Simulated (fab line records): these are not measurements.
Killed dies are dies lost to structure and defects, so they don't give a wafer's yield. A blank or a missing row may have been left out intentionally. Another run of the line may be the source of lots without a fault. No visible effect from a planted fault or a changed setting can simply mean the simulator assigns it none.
The tool behind it: which one?    flow nand-harc    11 lots with 33 wafers sampled at 5 steps, on a route of 1302 steps

WHAT THE GAUGES SHOWED, per wafer
NHARC_END_SORT_01.
lot   measured      on         defect-limited-yield (%)
L508  day 25 09:23  prober-02  97.6 97.9 97.6
L519  day 30 08:07  prober-02  90.5 88.5 90.8
L528  day 35 09:57  prober-01  92.6 91.9 92.9

WHAT TOOL EACH LOT RAN ON (gives the tool, then ch and the chambers of the sampled wafers, and finally the start)
lot   NHARC_A_M1_PRE_CLEAN_32          NHARC_A_BONDPAD_ETCH_24             NHARC_A_BONDPAD_PRE_CLEAN_26             NHARC_A_BONDPAD_ANNEAL_28
L505  pecvd-01 ch 1,2, day 23 06:14    rie-diel-03 ch 1,3, day 23 08:43    pvd-sputter-02, day 23 09:55 or earlier  rtp-anneal-02 ch 0, day 23 09:55
L508  pecvd-01 ch 0,1,2, day 24 02:25  rie-diel-03 ch 0,1, day 24 04:53    pvd-sputter-01, day 24 06:08 or earlier  rtp-anneal-01 ch 0, day 24 06:08
L512  pecvd-02 ch 1,2, day 26 04:19    rie-diel-03 ch 0,2,3, day 26 06:47  pvd-sputter-03, day 26 07:58 or earlier  rtp-anneal-01 ch 0, day 26 07:58
L519  pecvd-02 ch 0,2, day 28 22:11    rie-diel-07 ch 0,3, day 29 00:49    pvd-sputter-03, day 29 01:56 or earlier  rtp-anneal-01 ch 0, day 29 01:56
L521  pecvd-01 ch 1,2, day 29 17:36    rie-diel-03 ch 0,2,3, day 29 20:39  pvd-sputter-03, day 29 21:47 or earlier  rtp-anneal-01 ch 0, day 29 21:47
L522  pecvd-01 ch 0,2, day 30 06:52    rie-diel-07 ch 1,3, day 30 09:30    pvd-sputter-01, day 30 10:45 or earlier  rtp-anneal-02 ch 0, day 30 10:45
L523  pecvd-01 ch 0,1, day 30 16:07    rie-diel-03 ch 1,2, day 30 18:37    pvd-sputter-03, day 30 19:46 or earlier  rtp-anneal-02 ch 0, day 30 19:46
L525  pecvd-04 ch 0,1,2, day 30 22:19  rie-diel-03 ch 0,2,3, day 31 00:53  pvd-sputter-02, day 31 02:10 or earlier  rtp-anneal-02 ch 0, day 31 02:10
L527  pecvd-04 ch 0,1,2, day 31 23:12  rie-diel-07 ch 0,1,3, day 32 01:49  pvd-sputter-03, day 32 03:29 or earlier  rtp-anneal-01 ch 0, day 32 03:29
L526  pecvd-04 ch 0,1,2, day 33 02:34  rie-diel-01 ch 0,1,2, day 33 05:04  pvd-sputter-03, day 33 06:13 or earlier  rtp-anneal-02 ch 0, day 33 06:13
L528  pecvd-01 ch 1,2, day 33 15:40    rie-diel-07 ch 0,1,2, day 33 18:11  pvd-sputter-03, day 33 19:23 or earlier  rtp-anneal-01 ch 0, day 33 19:23
- NHARC_A_M1_PRE_CLEAN_32: time 12 s.
- NHARC_A_BONDPAD_ETCH_24: etches the open film in CF4/N2, target depth 30 nm, time 72.99 s.
- NHARC_A_BONDPAD_PRE_CLEAN_26: time 30 s.
- NHARC_A_BONDPAD_ANNEAL_28: time 90 s.

THE ANSWER, worked out from the rows above alone
Rule: the lots themselves supply what counts as usual. Put in order of their means at a reading, lots are off if they are a third of the lots or fewer, leave a main group of 4 or more, and stand apart from it by a gap of 3 or more times the standard deviation of the main group's means; of several such gaps the widest counts. If all means in a main group match to the digits the tables above print for the reading, that group is not used. A lot without any number at a reading at which 4 lots or more have one is off too. The other lots that the step has rows for count as sound.
None of the lots is off at any reading shown; this tells nothing.

WHAT HAD BEEN PUT IN BY THE SIMULATOR
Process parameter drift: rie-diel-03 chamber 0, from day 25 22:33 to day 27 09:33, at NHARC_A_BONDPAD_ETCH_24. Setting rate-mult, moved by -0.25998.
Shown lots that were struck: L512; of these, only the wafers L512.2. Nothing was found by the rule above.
